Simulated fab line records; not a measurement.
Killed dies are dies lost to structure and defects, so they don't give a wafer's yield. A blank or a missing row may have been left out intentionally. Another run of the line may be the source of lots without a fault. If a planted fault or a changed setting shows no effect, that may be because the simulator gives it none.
Which of the tools did it? | flow nandHarc | 14 lots, 42 wafers sampled, at 4 steps of a route of 1302

WHAT THE GAUGES SHOWED, per wafer
The record holds no reading of a measuring or inspecting step that can be judged against a usual standard deviation.

EACH LOT AND THE TOOL THAT RAN IT (in order: tool; ch and the chambers of the sampled wafers; start)
lot  | NHARC_A_CONTACT_ETCH_112           | NHARC_A_CONTACT_ETCH_113           | NHARC_A_CONTACT_ETCH_118           | NHARC_A_CONTACT_ETCH_119
L744 | harCapEtch-03 ch 0,1, day 21 23:17 | harCapEtch-03 ch 0,1, day 21 23:28 | harCapEtch-03 ch 0,1, day 22 00:19 | harCapEtch-03 ch 0,1, day 22 00:29
L748 | harCapEtch-01 ch 0,1, day 23 00:23 | harCapEtch-01 ch 0,1, day 23 00:33 | harCapEtch-01 ch 0,1, day 23 01:24 | harCapEtch-01 ch 0,1, day 23 01:34
L749 | harCapEtch-01 ch 0,1, day 23 07:52 | harCapEtch-01 ch 0,1, day 23 08:02 | harCapEtch-01 ch 0,1, day 23 08:53 | harCapEtch-01 ch 0,1, day 23 09:04
L747 | harCapEtch-03 ch 0,1, day 23 07:58 | harCapEtch-03 ch 0,1, day 23 08:08 | harCapEtch-03 ch 0,1, day 23 08:59 | harCapEtch-03 ch 0,1, day 23 09:09
L751 | harCapEtch-02 ch 0,1, day 24 12:10 | harCapEtch-02 ch 0,1, day 24 12:21 | harCapEtch-02 ch 0,1, day 24 13:12 | harCapEtch-02 ch 0,1, day 24 13:22
L752 | harCapEtch-02 ch 0,1, day 25 02:22 | harCapEtch-02 ch 0,1, day 25 02:32 | harCapEtch-02 ch 0,1, day 25 03:23 | harCapEtch-02 ch 0,1, day 25 03:34
L754 | harCapEtch-02 ch 0,1, day 25 17:11 | harCapEtch-02 ch 0,1, day 25 17:21 | harCapEtch-02 ch 0,1, day 25 18:13 | harCapEtch-02 ch 0,1, day 25 18:23
L753 | harCapEtch-03 ch 0,1, day 25 18:03 | harCapEtch-03 ch 0,1, day 25 18:13 | harCapEtch-03 ch 0,1, day 25 19:04 | harCapEtch-03 ch 0,1, day 25 19:14
L755 | harCapEtch-01 ch 0,1, day 26 11:01 | harCapEtch-01 ch 0,1, day 26 11:11 | harCapEtch-01 ch 0,1, day 26 12:02 | harCapEtch-01 ch 0,1, day 26 12:12
L759 | harCapEtch-02 ch 0,1, day 28 10:01 | harCapEtch-02 ch 0,1, day 28 10:11 | harCapEtch-02 ch 0,1, day 28 11:02 | harCapEtch-02 ch 0,1, day 28 11:13
L762 | harCapEtch-02 ch 0,1, day 29 00:47 | harCapEtch-02 ch 0,1, day 29 00:57 | harCapEtch-02 ch 0,1, day 29 01:48 | harCapEtch-02 ch 0,1, day 29 01:58
L763 | harCapEtch-02 ch 0,1, day 29 18:44 | harCapEtch-02 ch 0,1, day 29 18:58 | harCapEtch-02 ch 0,1, day 29 20:06 | harCapEtch-02 ch 0,1, day 29 20:20
L764 | harCapEtch-03 ch 0,1, day 30 10:47 | harCapEtch-03 ch 0,1, day 30 10:58 | harCapEtch-03 ch 0,1, day 30 11:49 | harCapEtch-03 ch 0,1, day 30 11:59
L765 | harCapEtch-01 ch 0,1, day 32 00:32 | harCapEtch-01 ch 0,1, day 32 00:43 | harCapEtch-01 ch 0,1, day 32 01:34 | harCapEtch-01 ch 0,1, day 32 01:44
- NHARC_A_CONTACT_ETCH_112: etches the open film in C4F8/O2/Ar, time 190 s, target depth 1850 nm.
- NHARC_A_CONTACT_ETCH_113: etches the open film in C4F8/O2/Ar, time 190 s, target depth 1850 nm.
- NHARC_A_CONTACT_ETCH_118: etches the open film in C4F8/O2/Ar, time 190 s, target depth 1850 nm.
- NHARC_A_CONTACT_ETCH_119: etches the open film in C4F8/O2/Ar, time 190 s, target depth 1850 nm.

AS READ BY THE TOOLS THEMSELVES (means over the sampled wafers that have a number; for cases with no such wafer, the mark the record gives instead)
NHARC_A_CONTACT_ETCH_112.
lot  | tool          | chamberPressureMTorr (mTorr) | oesAirLineAu (a.u.)
L744 | harCapEtch-03 | 20.010                       | 0.998
L748 | harCapEtch-01 | 20.002                       | 1.034
L749 | harCapEtch-01 | 19.996                       | 0.990
L747 | harCapEtch-03 | 19.987                       | 1.007
L751 | harCapEtch-02 | 20.008                       | 1.031
L752 | harCapEtch-02 | 20.003                       | 1.002
L754 | harCapEtch-02 | -                            | -
L753 | harCapEtch-03 | -                            | -
L755 | harCapEtch-01 | 19.997                       | 1.015
L759 | harCapEtch-02 | 20.002                       | 0.996
L762 | harCapEtch-02 | 20.007                       | 1.000
L763 | harCapEtch-02 | 20.001                       | 0.990
L764 | harCapEtch-03 | 19.998                       | 1.016
L765 | harCapEtch-01 | 19.989                       | 0.982

NHARC_A_CONTACT_ETCH_113.
lot  | tool          | chamberPressureMTorr (mTorr) | oesAirLineAu (a.u.)
L744 | harCapEtch-03 | 20.001                       | 0.991
L748 | harCapEtch-01 | 20.006                       | 0.999
L749 | harCapEtch-01 | 20.006                       | 1.007
L747 | harCapEtch-03 | 19.992                       | 0.989
L751 | harCapEtch-02 | 20.007                       | 0.999
L752 | harCapEtch-02 | 20.006                       | 1.018
L754 | harCapEtch-02 | 20.014                       | 1.016
L753 | harCapEtch-03 | 19.990                       | 0.989
L755 | harCapEtch-01 | 19.997                       | 0.986
L759 | harCapEtch-02 | 20.001                       | 1.006
L762 | harCapEtch-02 | 20.001                       | 1.020
L763 | harCapEtch-02 | 20.001                       | 0.987
L764 | harCapEtch-03 | 19.987                       | 0.984
L765 | harCapEtch-01 | 19.987                       | 0.997

NHARC_A_CONTACT_ETCH_118.
lot  | tool          | chamberPressureMTorr (mTorr) | oesAirLineAu (a.u.)
L744 | harCapEtch-03 | 19.999                       | 0.996
L748 | harCapEtch-01 | 20.008                       | 0.976
L749 | harCapEtch-01 | 20.004                       | 1.008
L747 | harCapEtch-03 | 20.007                       | 0.978
L751 | harCapEtch-02 | 19.993                       | 1.009
L752 | harCapEtch-02 | 19.998                       | 1.010
L754 | harCapEtch-02 | 20.004                       | 0.998
L753 | harCapEtch-03 | 20.001                       | 0.998
L755 | harCapEtch-01 | 19.999                       | 0.986
L759 | harCapEtch-02 | 20.006                       | 1.035
L762 | harCapEtch-02 | 19.999                       | 0.998
L763 | harCapEtch-02 | 20.011                       | 1.006
L764 | harCapEtch-03 | 19.991                       | 1.008
L765 | harCapEtch-01 | 20.005                       | 0.969

NHARC_A_CONTACT_ETCH_119.
lot  | tool          | chamberPressureMTorr (mTorr) | oesAirLineAu (a.u.)
L744 | harCapEtch-03 | 20.013                       | 1.018
L748 | harCapEtch-01 | 19.995                       | 0.995
L749 | harCapEtch-01 | 19.997                       | 0.994
L747 | harCapEtch-03 | 20.025                       | 1.014
L751 | harCapEtch-02 | 19.989                       | 1.025
L752 | harCapEtch-02 | 19.983                       | 1.015
L754 | harCapEtch-02 | 19.997                       | 0.998
L753 | harCapEtch-03 | 20.005                       | 1.013
L755 | harCapEtch-01 | 19.986                       | 1.013
L759 | harCapEtch-02 | 19.998                       | 1.018
L762 | harCapEtch-02 | 19.987                       | 0.986
L763 | harCapEtch-02 | 20.010                       | 0.998
L764 | harCapEtch-03 | 20.004                       | 1.009
L765 | harCapEtch-01 | 19.991                       | 0.995

THE ANSWER, worked out from the rows above alone
Rule: usual is defined by the lots themselves. Put in order of their means at a reading, lots are off if they are a third of the lots or fewer, leave a main group of 4 or more, and stand apart from it by a gap of 3 or more times the standard deviation of the main group's means; of several such gaps the widest counts. A main group whose means are all the same, to the digits that the tables above print for the reading, isn't used. A lot without any number at a reading at which 4 lots or more have one is off too. Where the step has rows for the other lots, those lots are counted as sound. After the gauges, taken in route order, come the tools' own readings; for these a lot's mean is taken, as printed above. At the first step where some lot is off, the reading lying furthest off is the one used; lots without a number count as furthest.
Off: L754, L753, at NHARC_A_CONTACT_ETCH_112 (chamberPressureMTorr). Without a number there: L754, L753. For the main group the mean is 20.000 mTorr and the standard deviation 0.0068.
A tool fits if, at that step or a process step before it, it ran every lot that is off, and no sound lot after the first of them. No candidate that was tried fits.

WHAT THE SIMULATOR PUT IN
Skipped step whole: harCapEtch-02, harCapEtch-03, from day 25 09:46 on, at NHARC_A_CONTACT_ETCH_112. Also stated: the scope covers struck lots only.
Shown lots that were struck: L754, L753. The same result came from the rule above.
